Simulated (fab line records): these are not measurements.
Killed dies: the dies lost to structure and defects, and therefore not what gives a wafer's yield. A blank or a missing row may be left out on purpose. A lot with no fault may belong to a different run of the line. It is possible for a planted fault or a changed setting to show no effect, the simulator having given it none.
fab line records	flow n5_finfet
[record] lots = 9	wafers = 27	last_day = 17
route steps=1938 shown HKMG_FIN@400 BEOL_M4@1111 PASSIVATION@1936
lots with no fault: from the same line, run without faults
start_h: hours from the record's first day to the start of the lot's first wafer shown	wait_h: hours from the lot's prior step to this one	" identical to the entry in the row above	L1.1+2: one row covering several wafers at once	- no value, or no start given	* or withheld: withheld	< > ~ a bound
route shown NAME@n: NAME is a module with steps in the file, n the number in the route of the first one	usual: mean/standard deviation of fault-free wafers	same: alike in all rows	chamber/n: place in a boat	sites: readings site by site	_std_site: the standard deviation of these	_edge_site: the outer-site mean with the inner-site mean subtracted	radius_mm: how far each site lies from the wafer's centre	mask NAME#n: copy n	behind: the tool/chamber that last shaped the wafer	hold: what put the lot on hold/how long, in hours/how the hold closed	device: the transistor (n, p or np) that didn't switch	end of line: at the end of the route, the tests of the same wafers	where a step has no rows: the recipe by itself	killed: not the wafer's yield, but the dies lost to structure and defects at the first sort	map: shows each die of a wafer: x if killed, . if not, _ if none is there
set.NAME: the setting that was run; set.NAME@STEP: the one run at that earlier step	model.NAME: the simulator's own value behind a step, which no gauge read
the route's steps for a sample of lots (tables are steps, rows are wafers)
services: a tool's chamber out of use, with start hour (start_h, from the record's first day; less than 0 if before it), hours out, and reason
[[steps]]
[step N5_HKMG_FIN_INSPECT_61]
[recipe] mode = adi	inspect_instrument = macro
[usual] raw_defect_count = 2.1/1.4
lot.wafer	tool	chamber	start_h	wait_h	raw_defect_count
L796.1	defect_inspect-01	-	73.42	0.0	1
L796.2	"	-	"	"	3
L796.4	"	-	"	"	2
L797.1	defect_inspect-02	-	80.16	0.0	5
L797.3	"	-	"	"	0
L797.4	"	-	"	"	4
L802.3	defect_inspect-02	-	112.10	0.0	1
L802.4	"	-	"	"	2
L802.5	"	-	"	"	0
L803.1	defect_inspect-02	-	113.74	0.0	0
L803.5	"	-	"	"	2
L803.6	"	-	"	"	5
L810.3	defect_inspect-02	-	157.72	0.0	2
L810.5	"	-	"	"	2
L810.6	"	-	"	"	1
L811.1	defect_inspect-01	-	163.76	0.0	2
L811.3	"	-	"	"	3
L811.4	"	-	"	"	3
L816.1	defect_inspect-02	-	191.94	0.0	3
L816.4	"	-	"	"	5
L816.6	"	-	"	"	1
L817.1	defect_inspect-01	-	197.05	0.0	2
L817.3	"	-	"	"	1
L817.4	"	-	"	"	1
L818.1	defect_inspect-01	-	207.22	0.0	2
L818.3	"	-	"	"	2
L818.5	"	-	"	"	2
[step N5_HKMG_FIN_ETCH_58]
[recipe] chemistry = N2/H2	target = SOC	target_depth_a = 2158	ion_energy_ev = 50	bias_w = 13	time_s = 741	pressure_mtorr = 30	source_w = 875	n2_flow_sccm = 200	h2_flow_sccm = 200
[usual] drypump_motor_current_A = 5.7/0.55	oes_product_au = 0.78/0.066	rf_vpp_V = 99.1/0.96	showerhead_plenum_p_Torr = 2.54/0.085	throttle_valve_pct = 17.93/0.19
lot.wafer	tool	chamber	start_h	wait_h	drypump_motor_current_A	oes_product_au	rf_hours_counter_h	rf_vpp_V	showerhead_plenum_p_Torr	throttle_valve_pct
L796.1	rie_diel-04	0	73.76	0.0	6.0	0.78	107	101.3	2.68	18.04
L796.2	"	2	"	"	4.9	0.73	172	98.1	2.64	17.78
L796.4	"	3	"	"	4.9	0.77	122	99.2	2.45	18.00
L797.1	rie_diel-05	1	80.50	0.0	6.2	0.78	161	100.0	2.43	17.98
L797.3	"	3	"	"	5.4	0.81	130	98.5	2.53	17.58
L797.4	"	0	"	"	5.7	0.76	144	99.5	2.55	18.15
L802.3	rie_diel-04	2	112.43	0.0	4.9	0.71	184	99.0	2.63	17.80
L802.4	"	3	"	"	4.9	0.76	134	98.0	2.45	18.02
L802.5	"	3	"	"	4.9	0.76	-	98.6	2.45	18.02
L803.1	rie_diel-05	1	114.08	0.0	6.1	0.77	173	99.1	2.42	18.00
L803.5	"	3	"	"	5.4	0.80	-	98.7	2.52	17.60
L803.6	"	2	"	"	6.5	0.83	-	99.4	2.57	17.68
L810.3	rie_diel-04	0	158.07	0.0	6.0	0.76	137	99.2	2.67	18.09
L810.5	"	3	"	"	4.9	0.75	-	98.6	2.44	18.06
L810.6	"	2	"	"	4.9	0.70	-	98.6	2.63	17.81
L811.1	rie_diel-04	3	164.10	0.0	4.9	0.75	154	98.8	2.44	18.06
L811.3	"	2	"	"	4.9	0.71	197	98.7	2.63	17.80
L811.4	"	1	"	"	5.8	0.89	36	100.4	2.59	17.97
L816.1	rie_diel-04	2	192.65	0.0	4.9	0.69	208	99.9	2.62	17.86
L816.4	"	1	"	"	5.8	0.86	-	99.6	2.58	17.98
L816.6	"	1	"	"	5.8	0.85	-	99.6	2.58	18.00
L817.1	rie_diel-04	1	197.64	0.0	5.8	0.86	52	98.9	2.58	18.01
L817.3	"	3	"	"	4.8	0.73	165	99.5	2.44	18.09
L817.4	"	2	"	"	4.9	0.69	-	100.3	2.62	17.85
L818.1	rie_diel-04	0	207.55	0.0	6.0	0.74	143	99.8	2.67	18.09
L818.3	"	2	"	"	4.9	0.69	215	98.6	2.62	17.85
L818.5	"	2	"	"	4.9	0.69	-	101.1	2.62	17.87
[step N5_HKMG_FIN_ETCH_35]
[recipe] chemistry = N2/H2	target = SOC	target_depth_a = 2158	ion_energy_ev = 65	bias_w = 5	source_w = 3000	time_s = 243.4	pressure_mtorr = 30	n2_flow_sccm = 200	h2_flow_sccm = 200
[usual] drypump_motor_current_A = 5.8/0.47	oes_product_au = 0.78/0.068	rf_vpp_V = 141.5/0.95	showerhead_plenum_p_Torr = 2.51/0.084	throttle_valve_pct = 17.93/0.23
lot.wafer	tool	chamber	start_h	wait_h	drypump_motor_current_A	oes_product_au	rf_hours_counter_h	rf_vpp_V	showerhead_plenum_p_Torr	throttle_valve_pct
L796.1	rie_diel-06	1	77.12	0.0	5.6	0.77	146	139.2	2.33	17.87
L796.2	"	3	"	"	5.1	0.69	235	141.5	2.51	18.08
L796.4	"	0	"	"	6.4	0.69	213	142.3	2.53	18.12
L797.1	rie_diel-05	1	83.92	0.0	6.2	0.77	162	140.9	2.43	18.02
L797.3	"	0	"	"	5.8	0.76	145	140.1	2.55	18.20
L797.4	"	3	"	"	5.4	0.82	131	141.2	2.53	17.63
L802.3	rie_diel-05	3	115.85	0.0	5.4	0.79	144	143.3	2.52	17.65
L802.4	"	2	"	"	6.5	0.83	105	140.8	2.57	17.75
L802.5	"	3	"	"	5.4	0.80	-	141.9	2.52	17.65
L803.1	rie_diel-05	2	117.44	0.0	6.5	0.83	106	142.4	2.57	17.75
L803.5	"	1	"	"	6.1	0.77	-	140.8	2.42	18.06
L803.6	"	2	"	"	6.5	0.83	-	141.9	2.57	17.74
L810.3	rie_diel-05	1	161.31	0.0	6.1	0.74	192	141.9	2.42	18.07
L810.5	"	1	"	"	6.1	0.75	-	140.4	2.42	18.08
L810.6	"	0	"	"	5.7	0.59	-	142.1	2.53	18.25
L811.1	rie_diel-05	2	167.47	0.0	6.5	0.80	124	142.4	2.56	17.77
L811.3	"	0	"	"	5.7	0.60	178	142.9	2.53	18.25
L811.4	"	3	"	"	5.4	0.78	163	142.6	2.52	17.71
L816.1	rie_diel-04	2	196.69	0.0	4.9	0.69	210	142.2	2.62	17.89
L816.4	"	2	"	"	4.9	0.70	-	142.9	2.62	17.90
L816.6	"	1	"	"	5.8	0.86	-	142.2	2.58	18.06
L817.1	rie_diel-06	0	201.12	0.0	6.4	0.67	249	141.1	2.51	18.19
L817.3	"	2	"	"	5.6	0.90	31	140.8	2.57	17.47
L817.4	"	1	"	"	5.6	0.73	190	140.4	2.31	17.93
L818.1	rie_diel-06	2	210.92	0.0	5.6	0.91	34	141.4	2.57	17.50
L818.3	"	1	"	"	5.6	0.72	194	141.2	2.31	17.95
L818.5	"	3	"	"	5.1	0.91	-	141.3	2.49	17.73
[step N5_HKMG_FIN_STRIP_90]
[recipe] chemistry = N2/H2	material = SOC	time_s = 20	power_w = 500	temp_c = 40	pressure_mtorr = 50	rf_frequency_hz = 6e+07	bias_power_w = 8	h2_frac = 0.5	n2_flow_sccm = 300	h2_flow_sccm = 300
[usual] drypump_motor_current_A = 5.6/0.51	oes_product_au = 0.78/0.083	rf_vpp_V = 54.1/0.88	showerhead_plenum_p_Torr = 3.33/0.12	temp_c = 40.00/0.12	throttle_valve_pct = 19.1/0.42
lot.wafer	tool	chamber	start_h	wait_h	drypump_motor_current_A	oes_product_au	rf_hours_counter_h	rf_vpp_V	showerhead_plenum_p_Torr	temp_c	throttle_valve_pct
L796.1	rie_diel-05	1	79.27	0.0	6.1	0.78	160	53.7	3.21	40.00	18.9
L796.2	"	2	"	"	6.5	0.84	91	54.5	3.40	39.98	18.8
L796.4	"	0	"	"	5.7	0.76	143	53.2	3.37	40.04	19.6
L797.1	rie_diel-06	3	86.11	0.0	5.1	0.69	238	55.2	3.31	40.15	19.4
L797.3	"	2	"	"	5.6	0.69	249	53.7	3.41	40.08	18.8
L797.4	"	3	"	"	5.1	0.68	-	55.0	3.31	40.16	19.4
L802.3	rie_diel-05	0	118.00	0.0	5.8	0.74	159	54.1	3.36	39.93	19.6
L802.4	"	3	"	"	5.4	0.78	145	56.1	3.33	40.17	18.5
L802.5	"	1	"	"	6.1	0.77	-	54.6	3.21	39.91	19.0
L803.1	rie_diel-04	2	119.61	0.0	4.9	0.70	187	53.4	3.47	40.05	18.8
L803.5	"	2	"	"	4.9	0.71	-	55.2	3.47	39.98	18.8
L803.6	"	1	"	"	5.8	0.93	-	53.6	3.43	39.98	19.4
L810.3	rie_diel-05	3	163.46	0.0	5.4	0.77	161	53.3	3.32	40.16	18.6
L810.5	"	0	"	"	5.7	0.74	-	52.7	3.35	40.04	19.6
L810.6	"	1	"	"	6.2	0.75	-	54.1	3.20	40.04	19.0
L811.1	rie_diel-04	1	169.79	0.1	5.8	0.88	40	55.2	3.41	40.08	19.4
L811.3	"	1	"	"	5.8	0.88	-	52.6	3.42	40.09	19.4
L811.4	"	3	"	"	4.8	0.73	-	54.7	3.23	39.96	19.3
L816.1	rie_diel-05	2	199.04	0.0	6.5	0.79	135	52.2	3.37	40.06	18.9
L816.4	"	3	"	"	5.5	0.76	173	53.9	3.32	39.86	18.6
L816.6	"	0	"	"	5.8	0.72	-	54.5	3.34	39.77	19.6
L817.1	rie_diel-04	2	203.47	0.0	4.9	0.69	213	54.2	3.46	40.07	18.8
L817.3	"	1	"	"	5.8	0.85	55	53.7	3.41	40.10	19.4
L817.4	"	3	"	"	4.9	0.72	167	54.4	3.22	39.94	19.3
L818.1	rie_diel-04	3	213.13	0.0	4.9	0.72	170	53.1	3.22	40.05	19.3
L818.3	"	0	"	"	6.1	0.75	144	54.2	3.52	39.77	19.8
L818.5	"	1	"	"	5.8	0.86	-	52.7	3.40	40.01	19.4
[step N5_BEOL_M4_RC_MEAS_101]
[usual] DIBL_N = 35.9/1.9	DIBL_P = 35.8/2.4	IOFF_N = 0.15/0.031	IOFF_N_LIN = 0.071/0.012	IOFF_N_LONG = 5.57e-05/2.7e-06	IOFF_P = 0.21/0.037	ION_N = 672/13	ION_P = 462/8.3	SS_N = 71.5/0.72	SS_P = 73.2/0.67	VT_N = 250/3.4	VT_N_LONG = 274.8/1.9	VT_N_LVT = 99/3.3	VT_P = -250/3.4
lot.wafer	tool	chamber	start_h	wait_h	DIBL_N[mV/V]	DIBL_P[mV/V]	IOFF_N[nA/um]	IOFF_N_LIN[nA/um]	IOFF_N_LONG[nA/um]	IOFF_P[nA/um]	ION_N[uA/um]	ION_P[uA/um]	SS_N[mV/dec]	SS_P[mV/dec]	VT_N[mV]	VT_N_LONG[mV]	VT_N_LVT[mV]	VT_P[mV]
L796.1	prober-02	0	166.95	0.0	37.0	37.6	0.15	0.072	5.62e-05	0.22	676	466	71.2	73.8	250	275.0	98	-250
L796.2	"	0	"	"	36.5	35.3	0.13	0.062	5.6e-05	0.18	657	450	71.2	73.2	253	275.1	101	-253
L796.4	"	0	"	"	36.5	36.1	0.13	0.064	5.53e-05	0.19	660	457	71.4	72.7	252	273.9	101	-251
L797.1	prober-01	0	176.60	0.0	36.6	36.7	0.16	0.076	5.63e-05	0.23	671	469	71.6	73.5	250	275.1	101	-248
L797.3	"	0	"	"	34.4	35.1	0.12	0.056	5.54e-05	0.21	640	456	70.6	73.6	257	274.5	107	-249
L797.4	"	0	"	"	35.2	36.2	0.14	0.070	5.56e-05	0.23	667	472	70.9	73.5	253	274.8	101	-249
L803.1	prober-02	0	203.01	0.0	35.9	36.7	0.16	0.075	5.57e-05	0.22	684	462	70.7	73.4	248	274.8	98	-252
L803.5	"	0	"	"	33.1	32.7	0.11	0.055	5.65e-05	0.16	657	456	70.2	71.7	252	274.8	104	-254
L803.6	"	0	"	"	36.3	36.9	0.17	0.080	5.7e-05	0.22	678	460	71.2	73.2	247	272.2	96	-248
L802.3	prober-02	0	204.25	0.6	35.1	36.0	0.15	0.069	5.62e-05	0.20	675	460	71.0	73.3	249	277.9	101	-250
L802.4	"	0	"	"	37.4	37.4	0.18	0.081	5.67e-05	0.23	683	466	71.9	74.1	248	274.7	98	-251
L802.5	"	0	"	"	38.2	37.8	0.18	0.078	5.75e-05	0.24	668	467	73.1	73.8	248	276.0	98	-249
L811.1	prober-01	0	256.16	0.0	38.7	40.9	0.24	0.107	5.59e-05	0.30	691	472	72.6	73.3	244	273.4	92	-245
L811.3	"	0	"	"	38.1	38.9	0.11	0.043	3.73e-05	0.25	458	463	72.7	72.8	266	295.0	116	-244
L811.4	"	0	"	"	36.4	37.9	0.17	0.080	5.56e-05	0.22	684	469	71.6	74.0	251	274.1	97	-247
L810.3	prober-01	0	261.58	0.3	34.7	34.6	0.13	0.063	5.28e-05	0.18	674	464	70.5	73.1	248	275.9	101	-256
L810.5	"	0	"	"	36.6	36.6	0.15	0.073	5.4e-05	0.20	669	457	71.8	72.7	251	274.5	99	-250
L810.6	"	0	"	"	36.2	35.9	0.07	0.034	3.67e-05	0.19	468	465	71.5	72.9	273	293.5	121	-252
L816.1	prober-01	0	295.81	0.0	37.3	37.4	0.19	0.090	5.92e-05	0.26	682	470	71.5	73.0	244	271.0	94	-246
L816.4	"	0	"	"	35.4	36.2	0.16	0.077	5.91e-05	0.23	676	472	70.8	73.6	247	272.5	95	-248
L816.6	"	0	"	"	35.8	35.8	0.17	0.080	5.92e-05	0.23	688	471	70.9	72.9	247	274.1	96	-248
L818.1	prober-01	0	310.02	0.0	38.1	39.6	0.19	0.087	5.23e-05	0.26	677	462	72.5	74.5	246	277.0	95	-246
L818.3	"	0	"	"	37.9	38.2	0.18	0.084	5.57e-05	0.23	696	474	72.1	74.2	249	275.8	96	-248
L818.5	"	0	"	"	35.8	37.0	0.15	0.071	5.31e-05	0.20	674	464	71.2	74.0	251	274.9	100	-251
L817.1	prober-02	0	310.27	0.0	36.2	39.0	0.16	0.075	5.3e-05	0.23	667	459	71.7	73.3	252	275.3	98	-248
L817.3	"	0	"	"	37.0	39.4	0.16	0.075	5.31e-05	0.22	662	451	71.6	73.5	249	277.3	99	-250
L817.4	"	0	"	"	35.5	37.0	0.14	0.066	5.43e-05	0.19	672	461	71.8	73.1	252	277.0	100	-250
[step N5_PASSIVATION_PROBE_49]
[usual] defect_limited_yield = 91.6/1.2	killed_at_M0_to_M3 = 33/9.4	killed_at_M4_up = 13/5.2	killed_at_contacts = 13/5.6	killed_at_front_end = 37/9.5	killed_at_other = 4/3.1	killed_dies = 99/15	killed_open = 65/11	killed_short = 32/7.5	sort_bin_5_function = 4.9/0.77	sort_bin_6_memory = 3.1/0.65	sort_bin_8_speed = 0.01/0.056	sort_n_pass = 1081/15	sort_yield_pct = 91.6/1.2
[same] gross_dies = 1180	killed_at_back_side = 0	sort_bin_4_leakage[%] = 0
lot.wafer	tool	chamber	start_h	wait_h	defect_limited_yield[%]	killed_at_M0_to_M3	killed_at_M4_up	killed_at_contacts	killed_at_front_end	killed_at_other	killed_dies	killed_open	killed_short	sort_bin_5_function[%]	sort_bin_6_memory[%]	sort_bin_8_speed[%]	sort_n_pass	sort_yield_pct[%]
L811.1	prober-01	-	360.10	0.0	90.3	51	5	7	50	2	115	74	41	5.8	3.6	0	1065	90.3
L811.3	prober-01	-	360.20	0.1	91.9	40	4	5	38	8	95	65	30	4.2	3.6	91.95	0	0
L811.4	prober-01	-	360.25	0.2	89.2	36	14	17	58	2	127	86	41	6.2	4.3	0	1053	89.2
L810.3	prober-02	-	374.46	0.1	90.5	43	18	12	39	0	112	80	31	5.3	4.0	0	1068	90.5
L810.5	prober-02	-	374.56	0.2	92.8	22	18	6	39	0	85	52	33	4.1	3.0	0	1095	92.8
L810.6	prober-02	-	374.61	0.3	91.2	43	14	10	35	2	104	57	46	5.0	3.4	91.19	0	0
// killed by level:class
L811.1 BEOL_M3:geometric_particle:open=14 FIN_SAQP:geometric_particle:short=10 BEOL_M1:geometric_particle:open=9 DUMMY_GATE:geometric_particle:open=7 MOL_CONTACT_COAG:geometric_particle:open=7 BEOL_M0_SAQP:geometric_particle:short=7 STI_FIN_REVEAL:geometric_particle:open=6 BEOL_M0_SAQP:geometric_particle:open=6
L811.3 FIN_SAQP:geometric_particle:open=15 BEOL_M1:geometric_particle:open=14 BEOL_M1:geometric_particle:short=8 MOL_CONTACT_COAG:geometric_particle:open=5 BEOL_M0_SAQP:geometric_particle:open=5 BEOL_M0:geometric_particle:open=5 GATE_CUT:geometric_particle:short=4 BEOL_M2:geometric_particle:open=4
L811.4 FIN_SAQP:geometric_particle:open=14 MOL_CONTACT_COAG:geometric_particle:open=12 STI_FIN_REVEAL:geometric_particle:open=11 FIN_SAQP:geometric_particle:short=10 BEOL_M0:geometric_particle:open=9 BEOL_M4:geometric_particle:open=9 DUMMY_GATE:geometric_particle:open=6 BEOL_M3:geometric_particle:open=6
L810.3 BEOL_M4:geometric_particle:open=12 FIN_SAQP:geometric_particle:open=11 MOL_CONTACT_COAG:geometric_particle:open=11 BEOL_M0_SAQP:geometric_particle:open=9 BEOL_M1:geometric_particle:open=8 SPACER0:geometric_particle:open=7 BEOL_M0_SAQP:geometric_particle:short=7 BEOL_M1:geometric_particle:short=4
L810.5 FIN_SAQP:geometric_particle:open=6 DUMMY_GATE:geometric_particle:open=6 BEOL_M1:geometric_particle:open=6 MOL_CONTACT_COAG:geometric_particle:open=5 BEOL_M4:geometric_particle:open=5 STARTING-WAFER:geometric_particle:short=5 STI_FIN_REVEAL:geometric_particle:open=4 BEOL_M1:geometric_particle:short=4
L810.6 BEOL_M0_SAQP:geometric_particle:short=12 BEOL_M0_SAQP:geometric_particle:open=11 FIN_SAQP:geometric_particle:open=9 MOL_CONTACT_COAG:geometric_particle:open=8 BEOL_M3:geometric_particle:open=7 SPACER0:geometric_particle:open=6 BEOL_M1:geometric_particle:open=6 FIN_SAQP:geometric_particle:short=5
[[services]]
tool	chamber	start_h	hours	kind
rie_diel-05	3	71.28	7.9	repair
rie_diel-04	-	74.60	3.1	repair
rie_diel-06	0	82.55	4.1	repair
rie_diel-06	2	88.38	-	clean
rie_diel-06	2	88.38	-	consumable_replace:focus_ring
rie_diel-06	2	88.38	20.5	scheduled_down
rie_diel-06	2	88.38	20.5	vent_cycle
rie_diel-05	1	93.73	1.5	repair
rie_diel-06	3	112.52	-	clean
rie_diel-06	3	112.52	-	consumable_replace:focus_ring
rie_diel-05	-	130.49	0.3	repair
rie_diel-04	0	167.03	32.6	repair
rie_diel-04	3	191.39	5.6	repair
rie_diel-06	0	204.57	-	clean
rie_diel-06	0	204.57	-	consumable_replace:focus_ring
rie_diel-06	0	204.57	14.5	scheduled_down
rie_diel-06	0	204.57	14.5	vent_cycle
[[key]]
[first_sign] step = N5_HKMG_FIN_ETCH_35	reading = oes_product_au	direction = down	sigmas = 2.8	usual = 0.78	struck = 0.59
[effect] step = N5_BEOL_M4_RC_MEAS_101	reading = ION_N	direction = down	sigmas = 17	usual = 672	struck = 463
[effect] step = N5_BEOL_M4_RC_MEAS_101	reading = VT_N_LONG	direction = up	sigmas = 10	usual = 274.8	struck = 294.2
[effect] step = N5_BEOL_M4_RC_MEAS_101	reading = IOFF_N_LONG	direction = down	sigmas = 6.8	usual = 5.57e-05	struck = 3.7e-05
[effect] step = N5_BEOL_M4_RC_MEAS_101	reading = VT_N_LVT	direction = up	sigmas = 5.7	usual = 99	struck = 118
[effect] step = N5_BEOL_M4_RC_MEAS_101	reading = VT_N	direction = up	sigmas = 5.6	usual = 250	struck = 270
[effect] step = N5_BEOL_M4_RC_MEAS_101	reading = IOFF_N_LIN	direction = down	sigmas = 2.7	usual = 0.071	struck = 0.039
[effect] step = N5_PASSIVATION_PROBE_49	reading = sort_bin_8_speed	direction = up	sigmas = 99+	usual = 0.01	struck = 91.57
met_at N5_HKMG_FIN_ETCH_35
struck_lots L810,L811
struck_wafers L810.6,L811.3
not_acting_at N5_HKMG_FIN_INSPECT_61,N5_HKMG_FIN_ETCH_58,N5_HKMG_FIN_STRIP_90
onset_between 83.92 161.31
[fault] kind = process_parameter_drift	tool = rie_diel-05	chamber = 0	onset_h = 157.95	steps = N5_HKMG_FIN_ETCH_35	channel = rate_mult	offset = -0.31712	shape = step	end_h = 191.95
